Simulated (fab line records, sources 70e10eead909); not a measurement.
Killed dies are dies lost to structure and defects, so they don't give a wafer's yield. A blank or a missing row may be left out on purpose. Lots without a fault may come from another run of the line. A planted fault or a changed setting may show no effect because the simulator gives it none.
A struck lot beside a sound one | flow nand_harc | 14 steps out of a route of 1302
Sound: wafers L157.1, L157.2, L157.6. Struck: wafers L152.1, L152.4, L152.5. The cause comes at the end.
At each step with rows: each side's tool, then ch and its chambers, then its first start. Under that, the readings that differ: sound wafers | struck wafers | difference of the means | sigmas: that difference in standard deviations of wafers without a fault.
alike: readings whose means differ by less than 2 such deviations, and words and numbers that are the same on both sides. not compared: withheld readings, readings that some wafer has no value for, bounds like >300 that may hide the same value, and numbers for which the record gives no deviation and whose values overlap.
The two part at a step that has a row with sigmas, a row that says differs or no value, or rows on one side only. Numbers that don't overlap but have no deviation are shown without sigmas and don't part them. A reading that every wafer of one side lacks parts them only if that side has two wafers or more.

NHARC_P_START_INSPECT_01:
  sound on defect_inspect-01, day 8 02:02; struck on defect_inspect-01, day 6 00:02
  alike: raw_defect_count
then, 7 steps without rows for these wafers: NHARC_P_ZERO_WELL_PRECLEAN_00 (cleans in SPM, time 600 s); NHARC_P_ZERO_WELL_SRD_01; NHARC_P_ZERO_WELL_PECVD_02 (deposits SiO2, target thk 10 nm); NHARC_P_ZERO_WELL_DEHYDRATE_03 (time 120 s); NHARC_P_ZERO_WELL_HMDS_04 (time 30 s); NHARC_P_ZERO_WELL_COAT_64 (time 65 s); NHARC_P_ZERO_WELL_COAT_05 (resist thk 600 nm).
NHARC_P_ZERO_WELL_SOFTBAKE_06: time 70 s.
  sound on litho_track-03 ch 0, day 8 02:00; struck on litho_track-05 ch 0, day 6 00:00
  reading                  | sound             | struck            | difference | sigmas
  heater_power_total_W (W) | 199.3 202.4 202.6 | 334.2 335.6 331.5 | +132.3     | +99 or more
  alike: exhaust_pa
then, 4 steps without rows for these wafers: NHARC_P_ZERO_WELL_EBR_07; NHARC_P_ZERO_WELL_EXPOSE_08 (exposes mask P ZERO, target cd 500 nm); NHARC_P_ZERO_WELL_PEB_09 (peb time 80 s); NHARC_P_ZERO_WELL_DEVELOP_10 (time 50 s).
NHARC_P_ZERO_WELL_CD_MEAS_11: target cd 500 nm.
  sound on cd_sem-03 ch 0, day 8 03:15; struck on cd_sem-02 ch 0
  reading    | sound             | struck            | difference | sigmas
  cd_nm (nm) | 500.3 497.9 499.4 | 494.1 494.5 495.6 | -4.5       | -3
  not compared: hold

WHERE THEY PART
First at NHARC_P_ZERO_WELL_SOFTBAKE_06; last, within this record, at NHARC_P_ZERO_WELL_CD_MEAS_11.

WHY: what the simulator had put in
Process parameter drift: litho_track-05, from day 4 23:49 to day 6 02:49, at NHARC_P_ZERO_WELL_SOFTBAKE_06. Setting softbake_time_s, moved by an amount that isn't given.
